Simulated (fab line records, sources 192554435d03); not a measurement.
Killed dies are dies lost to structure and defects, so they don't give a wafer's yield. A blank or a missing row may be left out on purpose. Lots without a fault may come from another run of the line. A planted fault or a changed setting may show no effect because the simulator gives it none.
One fault seen from 3 desks | flow n5_finfet | each desk has only its own numbers; what lay behind them comes last

THE DEFECT DESK
What the inspections along the route counted, lot by lot: means of the sampled wafers that have a number. A lot is out of limits, marked OUT, if its mean lies more than 4 standard deviations from the usual mean; the brackets give that distance.
Columns: A = raw_defect_count at N5_SD_EPI_N_INSPECT_11, usual 2.1
lot  | first seen here | A
L212 | day 4 07:10     | 2.7
L215 | day 4 23:31     | 2.3
L216 | day 5 06:38     | 1.3
L225 | day 7 11:00     | 0.7
L226 | day 7 19:28     | 1.0
L230 | day 8 18:50     | 1.3
This desk's finding: nothing out of limits on any of the 6 lots.

THE TOOL OWNER'S DESK: rie_si-04
The tool's own readings at N5_SD_EPI_N_SD_RECESS_17 (chemistry HBr/Cl2/O2, target depth 41 nm, time 23.7 s, bt time 3 s): means of the sampled wafers that have a number, for each lot that ran on this tool. A lot is out of limits, marked OUT, if its mean lies more than 4 standard deviations from the usual mean; the brackets give that distance.
Columns: A = drypump_motor_current_A at N5_SD_EPI_N_SD_RECESS_17, usual 5.6 A; B = oes_product_au at N5_SD_EPI_N_SD_RECESS_17, usual 0.987 a.u.; C = throttle_valve_pct at N5_SD_EPI_N_SD_RECESS_17, usual 37.0 %
lot  | first seen here | A   | B     | C
L212 | day 4 07:57     | 5.5 | 0.998 | 36.9
L215 | day 5 00:14     | 5.7 | 0.989 | 37.2
L216 | day 5 07:22     | 5.7 | 0.986 | 37.1
L226 | day 7 20:11     | 5.8 | 0.982 | 37.2
L230 | day 8 19:36     | 5.6 | 0.978 | 36.8
This desk's finding: nothing out of limits on any of the 5 lots.

THE METROLOGY DESK
What the gauges read, lot by lot, whatever tool the lot ran on: means of the sampled wafers that have a number. A lot is out of limits, marked OUT, if its mean lies more than 4 standard deviations from the usual mean; the brackets give that distance.
Columns: A = cd_nm at N5_SD_EPI_N_CD_MEAS_09, usual 119.6 nm; B = SD_N_BLK_OVL at N5_SD_EPI_N_OVL_MEAS_10, usual 0.9 nm
lot  | first seen here | A     | B
L212 | day 4 07:07     | 119.2 | 0.6
L215 | day 4 23:28     | 120.4 | 1.5
L216 | day 5 06:35     | 119.7 | 0.7
L225 | day 7 10:57     | 119.1 | 0.6
L226 | day 7 19:25     | 119.7 | 0.7
L230 | day 8 18:47     | 119.4 | 0.7
This desk's finding: nothing out of limits on any of the 6 lots.

PUT TOGETHER
The defect desk saw nothing out of limits.
The tool owner's desk saw nothing out of limits.
The metrology desk saw nothing out of limits.

WHAT THE SIMULATOR HAD PUT IN
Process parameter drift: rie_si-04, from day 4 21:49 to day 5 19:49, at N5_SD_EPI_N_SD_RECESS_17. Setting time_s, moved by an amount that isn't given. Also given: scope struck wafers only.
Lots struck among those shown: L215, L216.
